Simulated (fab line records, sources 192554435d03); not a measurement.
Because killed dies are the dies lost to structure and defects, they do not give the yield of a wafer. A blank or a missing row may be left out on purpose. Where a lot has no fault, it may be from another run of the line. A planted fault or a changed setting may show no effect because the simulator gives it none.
A lot that was struck, set against a sound lot ; flow n5-finfet ; 15 out of 1938 route steps
Sound: these wafers, L181.2, L181.4, L181.6. Struck: wafer L188.2 (left out: L188.3, L188.6 of the same lot, which were not struck); the cause appears at the end.
Each step with rows lists, per side, the tool, then ch with its chambers, then its first start. Under that, the readings that differ: sound wafers ; struck wafers ; difference of the means ; sigmas: that difference in standard deviations of wafers without a fault.
alike: a reading whose means differ by less than 2 such deviations, as well as words and numbers matching on both sides. not compared: withheld readings; readings where some wafer has no value; bounds like >300 that might hide an equal value; numbers whose values overlap and for which the record gives no deviation.
The two part at a step that has a row with sigmas, a row that says differs or no value, or rows on one side only. When numbers do not overlap yet have no deviation, they are printed without sigmas and do not part them. A reading that every wafer of one side lacks parts them only if that side has two wafers or more.

first, 7 steps without rows for these wafers: N5_BEOL_M8_COAT_71 (time 60 s, resist thk 5 nm); N5_BEOL_M8_COAT_22 (resist thk 30 nm); N5_BEOL_M8_EBR_24; N5_BEOL_M8_SOFTBAKE_23 (time 60 s); N5_BEOL_M8_EXPOSE_25 (exposes mask V7, target cd 40 nm); N5_BEOL_M8_PEB_26 (peb time 60 s); N5_BEOL_M8_DEVELOP_27 (develop time 30 s).
N5_BEOL_M8_CD_MEAS_28: target cd 40 nm.
  sound on cd-sem-02 ch 0, day 10 09:46; struck on cd-sem-02 ch 0, day 10 21:00
  alike: cd-nm
N5_BEOL_M8_OVL_MEAS_29:
  sound on overlay-02 ch 0, day 10 09:49; struck on overlay-01 ch 0, day 10 21:02
  alike: V7_OVL
N5_BEOL_M8_INSPECT_30: inspects for defects (brightfield).
  sound: defect-inspect-02 at day 10 09:52; struck: defect-inspect-02 at day 10 21:05
  alike: raw-defect-count
N5_BEOL_M8_DESCUM_33: chemistry O2, time 7 s.
  sound on rie-diel-05 ch 1,3, day 10 10:50; struck on rie-diel-05 ch 0, day 10 21:22
  alike: chamber-pressure-mTorr, drypump-motor-current-A, oes-product-au, rf-vpp-V, showerhead-plenum-p-Torr, throttle-valve-pct
  not compared: rf-hours-counter-h
N5_BEOL_M8_ETCH_72: etches underlayer in N2/H2, target depth 6.5 nm, time 5.2 s.
  sound on rie-diel-05 ch 1,3, day 10 10:53; struck on rie-diel-05 ch 0, day 10 21:24
  alike: chamber-pressure-mTorr, drypump-motor-current-A, etch-rf-on-time-s, oes-product-au, rf-vpp-V, showerhead-plenum-p-Torr, throttle-valve-pct
  not compared: rf-hours-counter-h
N5_BEOL_M8_ETCH_65: etches SiARC in CF4, target depth 15.6 nm, time 26 s.
  sound on rie-diel-05 ch 1,3, day 10 10:54; struck on rie-diel-05 ch 0, day 10 21:25
reading;sound;struck;difference;sigmas
etch-rf-on-time-s (s);26.6 27.8 26.3;30.3;+3.4;+4
rf-vpp-V (V);184.4 186.3 185.1;183.0;-2.3;-2
  alike: chamber-pressure-mTorr, drypump-motor-current-A, oes-product-au, showerhead-plenum-p-Torr, throttle-valve-pct
  not compared: rf-hours-counter-h
N5_BEOL_M8_ETCH_66: etches SOC in N2/H2, target depth 80 nm, overetch 16 nm, time 120 s.
  sound on rie-diel-05 ch 1,3, day 10 10:55; struck on rie-diel-05 ch 0, day 10 21:26
  alike: chamber-pressure-mTorr, drypump-motor-current-A, oes-product-au, rf-vpp-V, showerhead-plenum-p-Torr, throttle-valve-pct
  not compared: rf-hours-counter-h
after that, 1 step had no rows for these wafers: N5_PASSIVATION_PROBE_49.

WHERE THEY PART
Within this record, at N5_BEOL_M8_ETCH_65 only. Later steps at which nothing parts them and some readings are alike: N5_BEOL_M8_ETCH_66.

WHY: the cause the simulator had injected
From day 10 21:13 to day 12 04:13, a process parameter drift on rie-diel-05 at N5_BEOL_M8_ETCH_65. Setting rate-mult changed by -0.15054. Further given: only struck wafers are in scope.
